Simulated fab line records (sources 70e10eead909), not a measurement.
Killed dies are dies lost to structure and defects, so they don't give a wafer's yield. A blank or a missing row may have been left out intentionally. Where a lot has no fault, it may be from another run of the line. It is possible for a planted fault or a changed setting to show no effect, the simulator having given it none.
fab line records	flow nandHarc
record lots=5	wafers=15	lastDay=32
route steps=1302 shown P_GATE@170 END@1302
lots with no fault: from the same line, run without faults
startH: the number of hours between the record's first day and the start of the first shown wafer of the lot	waitH: how many hours have passed since the lot's step before this one	" unchanged from the row above	L1.1+2: several wafers, shown together as one row	- either no value or no given start	* or withheld: withheld	< > ~ a bound
route shown NAME@n: names a module that has steps shown in the file, with the first one's number in the route	usual: mean and standard deviation over wafers with no fault	same: alike in all rows	chamber/n: place in a boat	sites: the reading at each site	_std_site: standard deviation across them	_edge_site: inner sites' mean taken away from outer sites' mean	radiusMm: how far each site lies from the wafer's centre	mask NAME#n: copy n	behind: tool/chamber where the wafer was last shaped	hold: cause of the lot's hold/its duration in hours/its outcome	device: the n, p or np transistor that did not switch	end of line: the route-end tests of the same wafers	step lacking rows: just its recipe	killed: dies that structure and defects cost at the first sort, which is not the same as the wafer's yield	map: dies across one wafer; x = killed, . = not, _ = none there
set.NAME: the setting as run; set.NAME@STEP: as run at that earlier step	model.NAME: the simulator's own value behind a step, which no gauge read
lots seen at some steps along the route; tables by step, rows by wafer
services: the hour from which a tool's chamber was out of use, counted from the record's first day as startH (under 0 if before that day), plus the number of hours and why
## steps
# step NHARC_P_GATE_CD_MEAS_46
# recipe targetCdNm=720	landingEnergyEv=500
# usual cdNm=721.3/1.9
# same landingEnergyEv=500
lot.wafer	tool	chamber	startH	waitH	cdNm
L516.2	cdSem-02	0	170.34	-	720.5
L516.4	"	0	"	"	720.5
L516.5	"	0	"	"	721.9
L521.2	cdSem-02	0	219.50	-	723.4
L521.3	"	0	"	"	720.9
L521.5	"	0	"	"	722.0
L525.2	cdSem-03	0	255.51	-	722.2
L525.4	"	0	"	"	724.8
L525.6	"	0	"	"	723.5
L531.1	cdSem-02	0	317.83	-	721.8
L531.4	"	0	"	"	722.8
L531.5	"	0	"	"	724.3
L533.1	cdSem-01	0	338.69	-	720.2
L533.2	"	0	"	"	719.6
L533.5	"	0	"	"	719.6
# step NHARC_P_GATE_HARDBAKE_47
# recipe tempC=125	timeS=80
# step NHARC_P_GATE_DESCUM_48
# recipe timeS=3	o2FlowSccm=200	arFlowSccm=0	biasPowerW=0	chemistry=O2
# usual chamberPressureMTorr=59.99/0.056	drypumpMotorCurrentA=5.7/0.48	oesProductAu=1.001/0.012	rfVppV=58.0/0.88	showerheadPlenumPTorr=1.96/0.072	throttleValvePct=11.312/0.0097
lot.wafer	tool	chamber	startH	waitH	chamberPressureMTorr	drypumpMotorCurrentA	oesProductAu	rfHoursCounterH	rfVppV	showerheadPlenumPTorr	throttleValvePct
L516.4	rieDiel-10	0	170.50	-	60.03	5.8	1.001	7	58.9	2.00	11.310
L516.2	"	3	"	"	60.08	5.6	1.004	8	58.0	2.07	11.327
L516.5	"	1	"	"	59.96	5.4	1.000	-	59.0	1.91	11.326
L521.3	rieDiel-09	3	219.66	-	60.01	5.9	1.013	4	59.0	2.03	11.300
L521.2	"	2	"	"	59.98	6.2	0.997	4	58.1	2.02	11.312
L521.5	"	3	"	"	59.96	5.9	1.005	-	58.7	2.03	11.336
L525.4	rieDiel-10	1	255.68	-	59.91	5.4	1.016	0	56.8	1.91	11.319
L525.2	"	3	"	"	59.93	5.6	0.998	0	59.0	2.06	11.312
L525.6	"	0	"	"	59.90	5.8	0.989	-	58.2	2.00	11.323
L531.1	rieDiel-10	1	318.00	-	59.96	5.4	1.010	3	58.2	1.91	11.311
L531.4	"	3	"	"	60.01	5.5	1.000	3	58.1	2.06	11.324
L531.5	"	1	"	"	60.00	5.4	1.027	-	56.0	1.91	11.311
L533.2	rieDiel-04	0	338.85	-	59.99	6.8	1.016	7	57.6	1.81	11.324
L533.1	"	3	"	"	59.96	4.8	0.997	9	58.5	2.05	11.304
L533.5	"	1	"	"	59.97	5.7	1.023	-	57.8	1.92	11.321
# step NHARC_P_GATE_IMPLANT_49
# recipe energyKev=30	doseCm2=3e+15	tiltDeg=7
# step NHARC_P_GATE_STRIP_111
# recipe powerW=1500	tempC=110	timeS=250	chemistry=N2/H2
# usual drypumpMotorCurrentA=5.7/0.77	heaterPowerW=95/7.7
lot.wafer	tool	chamber	startH	waitH	drypumpMotorCurrentA	heaterPowerW	rfHoursCounterH
L516.2	plasmaAsher-02	1	171.15	0.4	6.6	85	16
L516.4	"	1	"	"	6.6	84	-
L516.5	"	0	"	"	4.7	88	-
L521.2	plasmaAsher-01	0	220.34	0.5	5.3	102	9
L521.3	"	0	"	"	5.3	100	-
L521.5	"	1	"	"	6.3	101	-
L525.2	plasmaAsher-01	0	256.79	0.9	5.4	101	15
L525.4	"	0	"	"	5.4	101	-
L525.6	"	0	"	"	5.4	100	-
L531.1	plasmaAsher-01	0	318.40	0.2	5.4	101	30
L531.4	"	0	"	"	5.4	102	-
L531.5	"	1	"	"	6.3	103	-
L533.1	plasmaAsher-02	0	339.22	0.2	4.7	93	13
L533.2	"	1	"	"	6.6	87	13
L533.5	"	0	"	"	4.7	92	-
# step NHARC_P_GATE_STRIP_75
# recipe powerW=1500	tempC=250	chemistry=O2
# usual drypumpMotorCurrentA=5.7/0.77	heaterPowerW=357/29
lot.wafer	tool	chamber	startH	waitH	drypumpMotorCurrentA	heaterPowerW	rfHoursCounterH
L516.2	plasmaAsher-02	1	171.45	0.3	6.6	319	16
L516.4	"	1	"	"	6.6	311	-
L516.5	"	0	"	"	4.7	343	-
L521.2	plasmaAsher-01	0	220.60	0.2	5.3	374	9
L521.3	"	0	"	"	5.3	382	-
L521.5	"	1	"	"	6.3	382	-
L525.2	plasmaAsher-01	0	257.05	0.2	5.4	380	16
L525.4	"	0	"	"	5.4	372	-
L525.6	"	0	"	"	5.4	371	-
L531.1	plasmaAsher-01	0	318.67	0.2	5.4	388	31
L531.4	"	0	"	"	5.4	379	-
L531.5	"	1	"	"	6.3	382	-
L533.1	plasmaAsher-02	0	339.52	0.2	4.7	357	14
L533.2	"	1	"	"	6.6	322	14
L533.5	"	0	"	"	4.7	349	-
# step NHARC_P_GATE_STRIP_50
# recipe timeS=900	tempC=130	chemistry=SPM
# step NHARC_P_GATE_DEHYDRATE_51
# recipe tempC=150	timeS=120
# step NHARC_P_GATE_HMDS_52
# recipe timeS=30
# step NHARC_P_GATE_COAT_53
# recipe spinRpm=3000
# step NHARC_P_GATE_SOFTBAKE_54
# recipe tempC=122	timeS=95
# step NHARC_P_GATE_EBR_55
# step NHARC_P_GATE_EXPOSE_56
# recipe na=0.6	targetCdNm=720	doseMj=14.81	maskId=P_PSD
lot.wafer	tool	chamber	startH	waitH	mask
L516.2+4+5	krfScanner-01	0	172.10	-	P_PSD#0
L521.2+3+5	krfScanner-04	0	221.30	-	P_PSD_R1#0
L525.2+4+6	krfScanner-01	0	257.81	-	P_PSD#0
L531.1+4+5	krfScanner-04	0	319.42	-	P_PSD#0
L533.1+2+5	krfScanner-03	0	340.28	-	P_PSD#0
# step NHARC_P_GATE_PEB_57
# recipe pebTempC=118	pebTimeS=85
# step NHARC_P_GATE_DEVELOP_58
# recipe timeS=70
# step NHARC_P_GATE_CD_MEAS_59
# recipe targetCdNm=720	landingEnergyEv=500
# usual cdNm=719.2/2.1
# same landingEnergyEv=500
lot.wafer	tool	chamber	startH	waitH	hold	cdNm
L516.2	cdSem-02	0	172.25	-	-	717.8
L516.4	"	0	"	"	-	717.7
L516.5	"	0	"	"	-	716.5
L521.2	cdSem-03	0	221.45	-	awaitDispo/0.2h/release	711.2
L521.3	"	0	"	"	awaitDispo/0.2h/release	711.3
L521.5	"	0	"	"	awaitDispo/0.2h/release	711.0
L521.2	cdSem-03	0	-	-	-	711.1
L521.3	"	0	"	"	-	711.3
L521.5	"	0	"	"	-	710.7
L525.2	cdSem-03	0	257.97	-	-	719.4
L525.4	"	0	"	"	-	721.9
L525.6	"	0	"	"	-	718.7
L531.1	cdSem-03	0	319.58	-	-	717.0
L531.4	"	0	"	"	-	717.0
L531.5	"	0	"	"	-	717.3
L533.1	cdSem-03	0	340.44	-	-	716.4
L533.2	"	0	"	"	-	718.5
L533.5	"	0	"	"	-	719.6
# step NHARC_END_SORT_01
# recipe tempC=25
# usual killedAtArray=62/20	killedAtOther=0.8/1.1	killedAtPeriphery=3.5/2.4	killedDies=66/21	killedOpen=3.5/1.9	killedShort=2.5/1.7
# same grossDies=677
lot.wafer	tool	chamber	startH	waitH	killedAtArray	killedAtOther	killedAtPeriphery	killedDies	killedOpen	killedShort
L521.2	prober-02	0	697.43	2.8	73	1	9	83	4	3
L521.3	prober-02	0	698.20	3.0	76	1	10	87	5	2
L521.5	prober-02	0	699.75	3.6	78	1	5	84	2	6
L533.1	prober-02	0	771.87	2.5	63	0	7	70	2	7
L533.2	prober-02	0	772.68	2.8	61	0	5	66	2	5
L533.5	prober-02	0	775.12	3.8	66	1	2	69	6	2
# killed by level:class
L521.2 A_SLIT:chamberFilmFlake=32 A_CHANNEL_HOLE_D1:chamberFilmFlake=30 P_CONTACT:chamberFilmFlake=5 A_CONTACT:chamberFilmFlake=3 P_GATE:chamberFilmFlake=2 P_M1:geometricParticle:open=1 A_DECK1_JOINT:geometricParticle:short=1 A_ONON_D2:geometricParticle:open=1
L521.3 A_CHANNEL_HOLE_D1:chamberFilmFlake=33 A_SLIT:chamberFilmFlake=32 P_CONTACT:chamberFilmFlake=4 P_ZERO_WELL:chamberFilmFlake=2 P_GATE:chamberFilmFlake=2 A_CHANNEL_FILL_D1:chamberFilmFlake=2 A_CONTACT:chamberFilmFlake=2 P_CONTACT:geometricParticle:open=1
L521.5 A_CHANNEL_HOLE_D1:chamberFilmFlake=34 A_SLIT:chamberFilmFlake=32 A_CONTACT:chamberFilmFlake=3 A_SOURCE_PLATE:geometricParticle:short=2 A_WL_FILL:geometricParticle:short=2 P_ZERO_WELL:chamberFilmFlake=2 P_CONTACT:chamberFilmFlake=2 A_ONON_D1:geometricParticle:open=1
L533.1 A_SLIT:chamberFilmFlake=26 A_CHANNEL_HOLE_D1:chamberFilmFlake=15 A_STAIRCASE:chamberFilmFlake=6 A_CONTACT:chamberFilmFlake=6 P_BONDPAD:chamberFilmFlake=3 A_CHANNEL_FILL_D1:geometricParticle:short=2 A_DECK1_JOINT:geometricParticle:short=2 A_CHANNEL_FILL_D2:geometricParticle:short=2
L533.2 A_SLIT:chamberFilmFlake=33 A_CHANNEL_HOLE_D1:chamberFilmFlake=14 A_CONTACT:chamberFilmFlake=5 P_M1:chamberFilmFlake=3 A_STAIRCASE:chamberFilmFlake=3 A_WL_FILL:geometricParticle:short=2 P_CONTACT:geometricParticle:open=1 P_M1:geometricParticle:short=1
L533.5 A_SLIT:chamberFilmFlake=27 A_CHANNEL_HOLE_D1:chamberFilmFlake=15 A_CONTACT:chamberFilmFlake=6 A_STAIRCASE:chamberFilmFlake=4 A_CHANNEL_HOLE_D1:geometricParticle:open=2 A_DECK1_JOINT:chamberFilmFlake=2 A_ONON_D1:geometricParticle:open=1 A_DECK1_JOINT:geometricParticle:short=1
## services
tool	chamber	startH	hours	kind
plasmaAsher-01	-	165.20	9.0	pm
plasmaAsher-01	0	165.20	9.0	ventCycle
plasmaAsher-01	1	165.20	9.0	ventCycle
rieDiel-04	-	177.90	9.0	pm
krfScanner-04	-	182.00	4.0	pm
krfScanner-03	-	182.59	1.5	repair
krfScanner-01	-	183.40	4.0	pm
rieDiel-04	-	187.54	0.6	repair
rieDiel-10	0	189.62	12.9	repair
rieDiel-09	1	190.97	8.8	repair
krfScanner-03	-	224.00	4.0	pm
rieDiel-09	0	236.91	5.7	repair
rieDiel-10	-	242.52	9.0	pm
plasmaAsher-02	-	247.96	0.6	repair
plasmaAsher-02	-	254.47	9.0	pm
rieDiel-10	-	269.23	0.3	repair
rieDiel-04	2	278.73	2.1	repair
rieDiel-09	2	280.90	45.9	repair
rieDiel-09	3	288.76	1.9	repair
rieDiel-10	1	292.72	13.1	repair
plasmaAsher-02	-	296.57	0.4	repair
rieDiel-04	0	300.01	7.7	repair
rieDiel-09	0	311.22	8.4	repair
rieDiel-09	-	320.10	9.0	pm
## key
firstSign step=NHARC_P_GATE_EXPOSE_56	reading=mask	direction=changed
effect step=NHARC_P_GATE_CD_MEAS_59	reading=visit	direction=added
metAt NHARC_P_GATE_EXPOSE_56
struckWafers L521.2,L521.3,L521.5
testerLeftOut L521
fault kind=wrongMask	tool=any	chamber=-	onsetH=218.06	steps=NHARC_P_GATE_EXPOSE_56	auxCopy=P_PSD_R1#0	cdOffsetNm=-7.0775	scope=struckLotsOnly
# testerLeftOut: of these lots the tester's yield and bins aren't shown, on N5 and GAA mostly nor the transistor test; their killed dies are dies lost to structure and defects alone, not to doping, threshold or leakage, so they don't give the yield
